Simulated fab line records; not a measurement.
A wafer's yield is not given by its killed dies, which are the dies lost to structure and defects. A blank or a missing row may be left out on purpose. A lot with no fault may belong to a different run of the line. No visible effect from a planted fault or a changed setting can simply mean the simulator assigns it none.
Which tool did it? || flow nandHarc || 12 lots, 35 wafers sampled, at 5 steps of a route of 1159

== WHAT THE GAUGES SHOWED, per wafer ==
NHARC_END_SORT_01. Usual: killedAtArray 27, standard deviation 10; killedAtOther 0.6, standard deviation 0.83; killedAtPeriphery 2.4, standard deviation 1.8; killedDies 30, standard deviation 10; killedOpen 3.3, standard deviation 1.7; killedShort 1.8, standard deviation 1.4.
{"lot": "L210", "measured": "day 21 14:16", "on": "prober-02", "killedAtArray": "671 11", "killedAtOther": "2 0", "killedAtPeriphery": "4 4", "killedDies": "677 15", "killedOpen": "2 3", "killedShort": "0 1", "flag": "OFF"}
{"lot": "L217", "measured": "day 21 21:55", "on": "prober-01", "killedAtArray": "18 673 29", "killedAtOther": "2 1 0", "killedAtPeriphery": "1 3 1", "killedDies": "21 677 30", "killedOpen": "5 5 9", "killedShort": "3 1 0", "flag": "OFF"}
{"lot": "L216", "measured": "day 22 06:43", "on": "prober-02", "killedAtArray": "675 28 24", "killedAtOther": "0 0 0", "killedAtPeriphery": "2 2 2", "killedDies": "677 30 26", "killedOpen": "3 5 1", "killedShort": "2 4 0", "flag": "OFF"}

== TOOL THAT RAN EACH LOT (tool first, then ch and the chambers of the sampled wafers, then the start) ==
{"lot": "L204", "NHARC_A_STAIRCASE_TRIM_22": "rieDiel-11 ch 0,1,3, day 10 15:28 or earlier", "NHARC_A_STAIRCASE_TRIM_24": "rieDiel-11 ch 0,1, day 10 15:28 or earlier", "NHARC_A_STAIRCASE_ETCH_25": "rieDiel-11 ch 0,1,3, day 10 15:28 or earlier", "NHARC_A_STAIRCASE_ETCH_27": "rieDiel-11 ch 0,1,3, day 10 15:28"}
{"lot": "L206", "NHARC_A_STAIRCASE_TRIM_22": "rieDiel-11 ch 1,3, day 11 10:58 or earlier", "NHARC_A_STAIRCASE_TRIM_24": "rieDiel-11 ch 0,3, day 11 10:58 or earlier", "NHARC_A_STAIRCASE_ETCH_25": "rieDiel-11 ch 0,1,3, day 11 10:58 or earlier", "NHARC_A_STAIRCASE_ETCH_27": "rieDiel-11 ch 1,3, day 11 10:58"}
{"lot": "L205", "NHARC_A_STAIRCASE_TRIM_22": "rieDiel-11 ch 0,1,3, day 11 14:33 or earlier", "NHARC_A_STAIRCASE_TRIM_24": "rieDiel-11 ch 0,3, day 11 14:33 or earlier", "NHARC_A_STAIRCASE_ETCH_25": "rieDiel-11 ch 0,1,3, day 11 14:33 or earlier", "NHARC_A_STAIRCASE_ETCH_27": "rieDiel-11 ch 0,3, day 11 14:33"}
{"lot": "L209", "NHARC_A_STAIRCASE_TRIM_22": "rieDiel-13 ch 1,3, day 12 07:29 or earlier", "NHARC_A_STAIRCASE_TRIM_24": "rieDiel-13 ch 1,2,3, day 12 07:29 or earlier", "NHARC_A_STAIRCASE_ETCH_25": "rieDiel-13 ch 0,1,2, day 12 07:29 or earlier", "NHARC_A_STAIRCASE_ETCH_27": "rieDiel-13 ch 1,3, day 12 07:29"}
{"lot": "L210", "NHARC_A_STAIRCASE_TRIM_22": "rieDiel-11 ch 2, day 12 22:53 or earlier", "NHARC_A_STAIRCASE_TRIM_24": "rieDiel-11 ch 0,3, day 12 22:53 or earlier", "NHARC_A_STAIRCASE_ETCH_25": "rieDiel-11 ch 2,3, day 12 22:53 or earlier", "NHARC_A_STAIRCASE_ETCH_27": "rieDiel-11 ch 0,1, day 12 22:53"}
{"lot": "L217", "NHARC_A_STAIRCASE_TRIM_22": "rieDiel-11 ch 0,2,3, day 14 03:02 or earlier", "NHARC_A_STAIRCASE_TRIM_24": "rieDiel-11 ch 0,1,3, day 14 03:02 or earlier", "NHARC_A_STAIRCASE_ETCH_25": "rieDiel-11 ch 0,2,3, day 14 03:02 or earlier", "NHARC_A_STAIRCASE_ETCH_27": "rieDiel-11 ch 0,1,3, day 14 03:02"}
{"lot": "L216", "NHARC_A_STAIRCASE_TRIM_22": "rieDiel-11 ch 0,1,3, day 14 09:47 or earlier", "NHARC_A_STAIRCASE_TRIM_24": "rieDiel-11 ch 1,2, day 14 09:47 or earlier", "NHARC_A_STAIRCASE_ETCH_25": "rieDiel-11 ch 0,2, day 14 09:47 or earlier", "NHARC_A_STAIRCASE_ETCH_27": "rieDiel-11 ch 0,1,2, day 14 09:47"}
{"lot": "L219", "NHARC_A_STAIRCASE_TRIM_22": "rieDiel-13 ch 0,1,3, day 14 16:25 or earlier", "NHARC_A_STAIRCASE_TRIM_24": "rieDiel-13 ch 0,2,3, day 14 16:25 or earlier", "NHARC_A_STAIRCASE_ETCH_25": "rieDiel-13 ch 0,1,3, day 14 16:25 or earlier", "NHARC_A_STAIRCASE_ETCH_27": "rieDiel-13 ch 0,1,3, day 14 16:25"}
{"lot": "L220", "NHARC_A_STAIRCASE_TRIM_22": "rieDiel-13 ch 2,3, day 15 06:08 or earlier", "NHARC_A_STAIRCASE_TRIM_24": "rieDiel-13 ch 0,2, day 15 06:08 or earlier", "NHARC_A_STAIRCASE_ETCH_25": "rieDiel-13 ch 0,1, day 15 06:08 or earlier", "NHARC_A_STAIRCASE_ETCH_27": "rieDiel-13 ch 0,1,2, day 15 06:08"}
{"lot": "L223", "NHARC_A_STAIRCASE_TRIM_22": "rieDiel-13 ch 1,2,3, day 16 10:14 or earlier", "NHARC_A_STAIRCASE_TRIM_24": "rieDiel-13 ch 0,1,2, day 16 10:14 or earlier", "NHARC_A_STAIRCASE_ETCH_25": "rieDiel-13 ch 0,1,2, day 16 10:14 or earlier", "NHARC_A_STAIRCASE_ETCH_27": "rieDiel-13 ch 0,1,2, day 16 10:14"}
{"lot": "L225", "NHARC_A_STAIRCASE_TRIM_22": "rieDiel-10 ch 0,2, day 16 17:46 or earlier", "NHARC_A_STAIRCASE_TRIM_24": "rieDiel-10 ch 0,1,2, day 16 17:46 or earlier", "NHARC_A_STAIRCASE_ETCH_25": "rieDiel-10 ch 0,2, day 16 17:46 or earlier", "NHARC_A_STAIRCASE_ETCH_27": "rieDiel-10 ch 0,1,2, day 16 17:46"}
{"lot": "L226", "NHARC_A_STAIRCASE_TRIM_22": "rieDiel-11 ch 1,2, day 17 05:35 or earlier", "NHARC_A_STAIRCASE_TRIM_24": "rieDiel-11 ch 1,2, day 17 05:35 or earlier", "NHARC_A_STAIRCASE_ETCH_25": "rieDiel-11 ch 0,2, day 17 05:35 or earlier", "NHARC_A_STAIRCASE_ETCH_27": "rieDiel-11 ch 0,3, day 17 05:35"}
- NHARC_A_STAIRCASE_TRIM_22: chemistry O2, time 211.2 s.
- NHARC_A_STAIRCASE_TRIM_24: chemistry O2, time 211.2 s.
- NHARC_A_STAIRCASE_ETCH_25: etches the open film in C4F8/O2, target depth 100 nm, time 40.5 s.
- NHARC_A_STAIRCASE_ETCH_27: etches the open film in C4F8/O2, target depth 100 nm, time 40.5 s.

== AS READ BY THE TOOLS THEMSELVES (means over the sampled wafers that have a number; for cases with no such wafer, the mark the record gives instead) ==
NHARC_A_STAIRCASE_TRIM_22. Usual: drypumpMotorCurrentA 5.7 A, standard deviation 0.47; oesProductAu 1.000 a.u., standard deviation 0.015; rfVppV 57.9 V, standard deviation 0.96; showerheadPlenumPTorr 3.50 Torr, standard deviation 0.15; throttleValvePct 17.037 %, standard deviation 0.0082.
{"lot": "L204", "tool": "rieDiel-11", "drypumpMotorCurrentA (A)": 5.7, "oesProductAu (a.u.)": 0.991, "rfVppV (V)": 58.3, "showerheadPlenumPTorr (Torr)": 3.47, "throttleValvePct (%)": 17.043, "flag": ""}
{"lot": "L206", "tool": "rieDiel-11", "drypumpMotorCurrentA (A)": 5.7, "oesProductAu (a.u.)": 0.987, "rfVppV (V)": 57.5, "showerheadPlenumPTorr (Torr)": 3.44, "throttleValvePct (%)": 17.026, "flag": ""}
{"lot": "L205", "tool": "rieDiel-11", "drypumpMotorCurrentA (A)": 5.7, "oesProductAu (a.u.)": 0.989, "rfVppV (V)": 58.0, "showerheadPlenumPTorr (Torr)": 3.46, "throttleValvePct (%)": 17.037, "flag": ""}
{"lot": "L209", "tool": "rieDiel-13", "drypumpMotorCurrentA (A)": 5.1, "oesProductAu (a.u.)": 1.012, "rfVppV (V)": 57.6, "showerheadPlenumPTorr (Torr)": 3.37, "throttleValvePct (%)": 17.042, "flag": ""}
{"lot": "L210", "tool": "rieDiel-11", "drypumpMotorCurrentA (A)": 6.5, "oesProductAu (a.u.)": 0.988, "rfVppV (V)": 57.2, "showerheadPlenumPTorr (Torr)": 3.57, "throttleValvePct (%)": 17.044, "flag": ""}
{"lot": "L217", "tool": "rieDiel-11", "drypumpMotorCurrentA (A)": 6.2, "oesProductAu (a.u.)": 1.002, "rfVppV (V)": 58.2, "showerheadPlenumPTorr (Torr)": 3.54, "throttleValvePct (%)": 17.028, "flag": ""}
{"lot": "L216", "tool": "rieDiel-11", "drypumpMotorCurrentA (A)": 5.7, "oesProductAu (a.u.)": 0.993, "rfVppV (V)": 58.8, "showerheadPlenumPTorr (Torr)": 3.45, "throttleValvePct (%)": 17.047, "flag": ""}
{"lot": "L219", "tool": "rieDiel-13", "drypumpMotorCurrentA (A)": 5.3, "oesProductAu (a.u.)": 1.013, "rfVppV (V)": 57.7, "showerheadPlenumPTorr (Torr)": 3.52, "throttleValvePct (%)": 17.037, "flag": ""}
{"lot": "L220", "tool": "rieDiel-13", "drypumpMotorCurrentA (A)": 5.3, "oesProductAu (a.u.)": 1.004, "rfVppV (V)": 58.3, "showerheadPlenumPTorr (Torr)": 3.56, "throttleValvePct (%)": 17.038, "flag": ""}
{"lot": "L223", "tool": "rieDiel-13", "drypumpMotorCurrentA (A)": 5.3, "oesProductAu (a.u.)": 1.007, "rfVppV (V)": 58.4, "showerheadPlenumPTorr (Torr)": 3.47, "throttleValvePct (%)": 17.035, "flag": ""}
{"lot": "L225", "tool": "rieDiel-10", "drypumpMotorCurrentA (A)": 5.8, "oesProductAu (a.u.)": 1.003, "rfVppV (V)": 58.3, "showerheadPlenumPTorr (Torr)": 3.51, "throttleValvePct (%)": 17.038, "flag": ""}
{"lot": "L226", "tool": "rieDiel-11", "drypumpMotorCurrentA (A)": 5.6, "oesProductAu (a.u.)": 1.016, "rfVppV (V)": 58.3, "showerheadPlenumPTorr (Torr)": 3.39, "throttleValvePct (%)": 17.033, "flag": ""}

NHARC_A_STAIRCASE_TRIM_24. Usual: drypumpMotorCurrentA 5.7 A, standard deviation 0.49; oesProductAu 0.999 a.u., standard deviation 0.017; rfVppV 57.6 V, standard deviation 0.9; showerheadPlenumPTorr 3.50 Torr, standard deviation 0.15; throttleValvePct 17.037 %, standard deviation 0.0088.
{"lot": "L204", "tool": "rieDiel-11", "drypumpMotorCurrentA (A)": 5.8, "oesProductAu (a.u.)": 0.994, "rfVppV (V)": 58.1, "showerheadPlenumPTorr (Torr)": 3.50, "throttleValvePct (%)": 17.034, "flag": ""}
{"lot": "L206", "tool": "rieDiel-11", "drypumpMotorCurrentA (A)": 6.0, "oesProductAu (a.u.)": 0.999, "rfVppV (V)": 57.2, "showerheadPlenumPTorr (Torr)": 3.52, "throttleValvePct (%)": 17.033, "flag": ""}
{"lot": "L205", "tool": "rieDiel-11", "drypumpMotorCurrentA (A)": 6.0, "oesProductAu (a.u.)": 1.000, "rfVppV (V)": 57.9, "showerheadPlenumPTorr (Torr)": 3.52, "throttleValvePct (%)": 17.043, "flag": ""}
{"lot": "L209", "tool": "rieDiel-13", "drypumpMotorCurrentA (A)": 5.3, "oesProductAu (a.u.)": 1.015, "rfVppV (V)": 57.7, "showerheadPlenumPTorr (Torr)": 3.49, "throttleValvePct (%)": 17.034, "flag": ""}
{"lot": "L210", "tool": "rieDiel-11", "drypumpMotorCurrentA (A)": 6.0, "oesProductAu (a.u.)": 0.999, "rfVppV (V)": 57.9, "showerheadPlenumPTorr (Torr)": 3.53, "throttleValvePct (%)": 17.047, "flag": ""}
{"lot": "L217", "tool": "rieDiel-11", "drypumpMotorCurrentA (A)": 5.7, "oesProductAu (a.u.)": 0.995, "rfVppV (V)": 57.3, "showerheadPlenumPTorr (Torr)": 3.45, "throttleValvePct (%)": 17.046, "flag": ""}
{"lot": "L216", "tool": "rieDiel-11", "drypumpMotorCurrentA (A)": 6.1, "oesProductAu (a.u.)": 0.981, "rfVppV (V)": 58.1, "showerheadPlenumPTorr (Torr)": 3.49, "throttleValvePct (%)": 17.031, "flag": ""}
{"lot": "L219", "tool": "rieDiel-13", "drypumpMotorCurrentA (A)": 5.2, "oesProductAu (a.u.)": 1.025, "rfVppV (V)": 57.4, "showerheadPlenumPTorr (Torr)": 3.60, "throttleValvePct (%)": 17.039, "flag": ""}
{"lot": "L220", "tool": "rieDiel-13", "drypumpMotorCurrentA (A)": 5.3, "oesProductAu (a.u.)": 1.011, "rfVppV (V)": 57.9, "showerheadPlenumPTorr (Torr)": 3.76, "throttleValvePct (%)": 17.031, "flag": ""}
{"lot": "L223", "tool": "rieDiel-13", "drypumpMotorCurrentA (A)": 5.4, "oesProductAu (a.u.)": 1.004, "rfVppV (V)": 57.2, "showerheadPlenumPTorr (Torr)": 3.63, "throttleValvePct (%)": 17.037, "flag": ""}
{"lot": "L225", "tool": "rieDiel-10", "drypumpMotorCurrentA (A)": 6.1, "oesProductAu (a.u.)": 1.011, "rfVppV (V)": 57.8, "showerheadPlenumPTorr (Torr)": 3.64, "throttleValvePct (%)": 17.051, "flag": ""}
{"lot": "L226", "tool": "rieDiel-11", "drypumpMotorCurrentA (A)": 6.1, "oesProductAu (a.u.)": 1.001, "rfVppV (V)": 57.4, "showerheadPlenumPTorr (Torr)": 3.47, "throttleValvePct (%)": 17.036, "flag": ""}

NHARC_A_STAIRCASE_ETCH_25. Usual: oesProductAu 0.943 a.u., standard deviation 0.015; rfFwdPowerW 592.4 W, standard deviation 2.4; rfVppV 895 V, standard deviation 5.3; runLengthS 62.0 s, standard deviation 0.46.
{"lot": "L204", "tool": "rieDiel-11", "oesProductAu (a.u.)": 0.937, "rfFwdPowerW (W)": 593.0, "rfVppV (V)": 894, "runLengthS (s)": 62.3, "flag": ""}
{"lot": "L206", "tool": "rieDiel-11", "oesProductAu (a.u.)": 0.926, "rfFwdPowerW (W)": 592.9, "rfVppV (V)": 894, "runLengthS (s)": 62.2, "flag": ""}
{"lot": "L205", "tool": "rieDiel-11", "oesProductAu (a.u.)": 0.923, "rfFwdPowerW (W)": 592.6, "rfVppV (V)": 894, "runLengthS (s)": 62.1, "flag": ""}
{"lot": "L209", "tool": "rieDiel-13", "oesProductAu (a.u.)": 0.957, "rfFwdPowerW (W)": 593.6, "rfVppV (V)": 893, "runLengthS (s)": 62.0, "flag": ""}
{"lot": "L210", "tool": "rieDiel-11", "oesProductAu (a.u.)": 0.942, "rfFwdPowerW (W)": 594.4, "rfVppV (V)": 896, "runLengthS (s)": 61.4, "flag": ""}
{"lot": "L217", "tool": "rieDiel-11", "oesProductAu (a.u.)": 0.933, "rfFwdPowerW (W)": 593.4, "rfVppV (V)": 897, "runLengthS (s)": 62.0, "flag": ""}
{"lot": "L216", "tool": "rieDiel-11", "oesProductAu (a.u.)": 0.934, "rfFwdPowerW (W)": 590.4, "rfVppV (V)": 897, "runLengthS (s)": 62.0, "flag": ""}
{"lot": "L219", "tool": "rieDiel-13", "oesProductAu (a.u.)": 0.956, "rfFwdPowerW (W)": 591.5, "rfVppV (V)": 895, "runLengthS (s)": 62.1, "flag": ""}
{"lot": "L220", "tool": "rieDiel-13", "oesProductAu (a.u.)": 0.954, "rfFwdPowerW (W)": 595.2, "rfVppV (V)": 901, "runLengthS (s)": 62.2, "flag": ""}
{"lot": "L223", "tool": "rieDiel-13", "oesProductAu (a.u.)": 0.949, "rfFwdPowerW (W)": 593.6, "rfVppV (V)": 899, "runLengthS (s)": 61.9, "flag": ""}
{"lot": "L225", "tool": "rieDiel-10", "oesProductAu (a.u.)": 0.947, "rfFwdPowerW (W)": 594.2, "rfVppV (V)": 900, "runLengthS (s)": 61.7, "flag": ""}
{"lot": "L226", "tool": "rieDiel-11", "oesProductAu (a.u.)": 0.941, "rfFwdPowerW (W)": 590.3, "rfVppV (V)": 897, "runLengthS (s)": 61.7, "flag": ""}

NHARC_A_STAIRCASE_ETCH_27. Usual: oesProductAu 0.945 a.u., standard deviation 0.017; rfFwdPowerW 592.4 W, standard deviation 2.4; rfVppV 895 V, standard deviation 5.3; runLengthS 62.0 s, standard deviation 0.51.
{"lot": "L204", "tool": "rieDiel-11", "oesProductAu (a.u.)": 0.937, "rfFwdPowerW (W)": 590.9, "rfVppV (V)": 895, "runLengthS (s)": 62.4, "flag": ""}
{"lot": "L206", "tool": "rieDiel-11", "oesProductAu (a.u.)": 0.933, "rfFwdPowerW (W)": 595.2, "rfVppV (V)": 893, "runLengthS (s)": 62.0, "flag": ""}
{"lot": "L205", "tool": "rieDiel-11", "oesProductAu (a.u.)": 0.949, "rfFwdPowerW (W)": 592.6, "rfVppV (V)": 895, "runLengthS (s)": 62.0, "flag": ""}
{"lot": "L209", "tool": "rieDiel-13", "oesProductAu (a.u.)": 0.947, "rfFwdPowerW (W)": 594.0, "rfVppV (V)": 892, "runLengthS (s)": 62.0, "flag": ""}
{"lot": "L210", "tool": "rieDiel-11", "oesProductAu (a.u.)": 0.931, "rfFwdPowerW (W)": 590.0, "rfVppV (V)": 894, "runLengthS (s)": 69.0, "flag": "OFF"}
{"lot": "L217", "tool": "rieDiel-11", "oesProductAu (a.u.)": 0.925, "rfFwdPowerW (W)": 592.4, "rfVppV (V)": 894, "runLengthS (s)": 66.5, "flag": "OFF"}
{"lot": "L216", "tool": "rieDiel-11", "oesProductAu (a.u.)": 0.935, "rfFwdPowerW (W)": 590.4, "rfVppV (V)": 894, "runLengthS (s)": 66.6, "flag": "OFF"}
{"lot": "L219", "tool": "rieDiel-13", "oesProductAu (a.u.)": 0.950, "rfFwdPowerW (W)": 592.2, "rfVppV (V)": 896, "runLengthS (s)": 62.2, "flag": ""}
{"lot": "L220", "tool": "rieDiel-13", "oesProductAu (a.u.)": 0.953, "rfFwdPowerW (W)": 592.4, "rfVppV (V)": 899, "runLengthS (s)": 62.3, "flag": ""}
{"lot": "L223", "tool": "rieDiel-13", "oesProductAu (a.u.)": 0.946, "rfFwdPowerW (W)": 593.3, "rfVppV (V)": 899, "runLengthS (s)": 62.0, "flag": ""}
{"lot": "L225", "tool": "rieDiel-10", "oesProductAu (a.u.)": 0.947, "rfFwdPowerW (W)": 593.4, "rfVppV (V)": 900, "runLengthS (s)": 61.5, "flag": ""}
{"lot": "L226", "tool": "rieDiel-11", "oesProductAu (a.u.)": 0.936, "rfFwdPowerW (W)": 591.4, "rfVppV (V)": 897, "runLengthS (s)": 62.0, "flag": ""}

== THE ANSWER, worked out from the rows above alone ==
Rule: lot off if the mean of its wafers having a number is beyond 3 standard deviations from the usual mean. A lot without any number at a reading at which 4 lots or more have one is off too. Where the step has rows for the other lots, those lots are counted as sound. First the gauges in route order, then the tools' own readings, where a lot's mean is used as printed above. At the first step where some lot is off, the reading lying furthest off is the one used; lots without a number count as furthest.
Off: L210, L217, L216, at NHARC_END_SORT_01 (killedDies). Neither off nor sound, because the step has no rows for them: L204, L206, L205, L209, L219, L220, L223, L225, L226.
A tool fits if, at a process step before that reading, it ran every lot that is off, and no sound lot after the first of them. The gauges at NHARC_END_SORT_01 aren't tried: what is off there is off at NHARC_A_STAIRCASE_ETCH_27 too, on other tools, and a gauge's error can't cause that. Because NHARC_A_STAIRCASE_TRIM_22 lacks a start for some lots, the hours and order of its lots are taken from NHARC_A_STAIRCASE_ETCH_27. Because NHARC_A_STAIRCASE_TRIM_24 lacks a start for some lots, the hours and order of its lots are taken from NHARC_A_STAIRCASE_ETCH_27. Because NHARC_A_STAIRCASE_ETCH_25 lacks a start for some lots, the hours and order of its lots are taken from NHARC_A_STAIRCASE_ETCH_27. One fits: NHARC_A_STAIRCASE_TRIM_22 and NHARC_A_STAIRCASE_TRIM_24 and NHARC_A_STAIRCASE_ETCH_25 and NHARC_A_STAIRCASE_ETCH_27 on rieDiel-11. It ran no sound lot before its first lot that is off in this sample, so the start can't be narrowed down.

== WHAT THE SIMULATOR PUT IN ==
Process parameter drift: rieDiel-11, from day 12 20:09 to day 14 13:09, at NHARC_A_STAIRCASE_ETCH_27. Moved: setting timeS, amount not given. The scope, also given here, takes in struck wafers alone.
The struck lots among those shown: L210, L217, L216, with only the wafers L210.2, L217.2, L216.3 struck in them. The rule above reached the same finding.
